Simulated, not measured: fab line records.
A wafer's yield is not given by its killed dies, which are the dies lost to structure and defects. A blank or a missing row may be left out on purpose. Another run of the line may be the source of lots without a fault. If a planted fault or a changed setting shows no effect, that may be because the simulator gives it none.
Chamber matching | flow n5Finfet | 3 sister chambers for N5_BEOL_M2_DEP_57 on pecvd-02
The step deposits SiCN from 3MS/NH3, target thk 8 nm, time 14 s. 6 wafers are shown with their chamber, then 12 later ones without.

## EACH WAFER AND ITS CHAMBER
wafer  | chamber | showerheadPlenumPTorr (Torr) | throttleValvePct (%)
L081.2 | 0       | 3.652                        | 8.9
L083.4 | 0       | 3.669                        | 8.7
L084.5 | 1       | 3.653                        | 8.9
L086.1 | 1       | 3.651                        | 8.6
L086.3 | 2       | 3.662                        | 8.3
L086.5 | 2       | 3.675                        | 8.3

## WAFERS WITHOUT THEIR CHAMBER
wafer  | showerheadPlenumPTorr (Torr) | throttleValvePct (%)
L089.1 | 3.655                        | 8.9
L089.4 | 3.649                        | 8.4
L089.6 | 3.663                        | 8.3
L090.3 | 3.662                        | 8.4
L090.4 | 3.656                        | 8.9
L090.6 | 3.667                        | 8.7
L093.2 | 3.648                        | 8.9
L093.3 | 3.670                        | 8.4
L093.4 | 3.657                        | 8.7
L095.2 | 3.665                        | 8.4
L095.5 | 3.665                        | 8.2
L095.6 | 3.665                        | 9.0

## WHICH CHAMBER EACH WENT THROUGH
wafer  | from the rows above          | in truth
L089.1 | can't be placed: 0 or 1      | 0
L089.4 | can't be placed: 2 or 1 or 0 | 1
L089.6 | 2                            | 2
L090.3 | can't be placed: 2 or 1 or 0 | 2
L090.4 | can't be placed: 0 or 1      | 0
L090.6 | can't be placed: 0 or 1 or 2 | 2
L093.2 | can't be placed: 1 or 0      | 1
L093.3 | 2                            | 2
L093.4 | can't be placed: 1 or 0      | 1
L095.2 | can't be placed: 2 or 0      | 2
L095.5 | 2                            | 2
L095.6 | can't be placed: 0 or 1      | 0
Correct placement for 3 of the 12. From these rows, 9 cannot be placed; in 9 the true chamber is one of the candidates. Number placed wrongly: 0.
How it was worked out, from the rows above alone: a wafer's distance from a chamber is the root of the sum, over the readings, of the square of ((its reading less the chamber's mean) divided by the reading's scatter). The wafer belongs to the nearest chamber; if the next one is less than 2 further off, it can't be placed. The mean given for a chamber averages the wafers shown for that chamber. The scatter: take each reading less its chamber's mean, square it, sum over the shown wafers, divide by the number of wafers less the number of chambers, and take the root.
